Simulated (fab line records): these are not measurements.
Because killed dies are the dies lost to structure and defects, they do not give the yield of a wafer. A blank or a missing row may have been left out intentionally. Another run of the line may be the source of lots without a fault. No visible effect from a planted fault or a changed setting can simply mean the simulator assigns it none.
Chamber matching    flow n5Finfet    4 sister chambers for N5_BEOL_M2_ETCH_74 on rieDiel-04
The step etches underlayer in N2/H2, target depth 6.5 nm, time 5.2 s. 8 wafers are shown with their chamber, then 7 later ones without.

## WAFERS WITH THEIR CHAMBER
wafer   chamber  drypumpMotorCurrentA (A)  showerheadPlenumPTorr (Torr)
L077.1  2        5.8                       2.59
L077.5  0        4.7                       2.56
L077.6  1        5.9                       2.63
L083.3  3        5.8                       2.42
L083.5  3        5.8                       2.42
L083.6  2        5.8                       2.59
L087.1  1        5.9                       2.62
L087.2  0        4.8                       2.55

## WAFERS WHOSE CHAMBER IS MISSING
wafer   drypumpMotorCurrentA (A)  showerheadPlenumPTorr (Torr)
L087.3  5.8                       2.41
L089.1  4.8                       2.55
L089.2  5.9                       2.62
L089.3  5.8                       2.41
L091.2  4.8                       2.55
L091.4  5.8                       2.41
L091.6  5.9                       2.62

## CHAMBER TAKEN BY EACH
wafer   from the rows above  in truth
L087.3  3                    3
L089.1  0                    0
L089.2  1                    1
L089.3  3                    3
L091.2  0                    0
L091.4  3                    3
L091.6  1                    1
Correct placement for 7 of the 7. Left unplaced by these rows: 0. Placed wrongly: 0.
How it was worked out, from the rows above alone: a wafer's distance from a chamber is the root of the sum, over the readings, of the square of ((its reading less the chamber's mean) divided by the reading's scatter). The wafer belongs to the nearest chamber; if the next one is less than 2 further off, it can't be placed. For every chamber, the mean is computed from those of its wafers that are shown. The scatter is the square root of a quotient: the sum, over the shown wafers, of each reading's squared deviation from its chamber's mean, divided by wafers minus chambers.
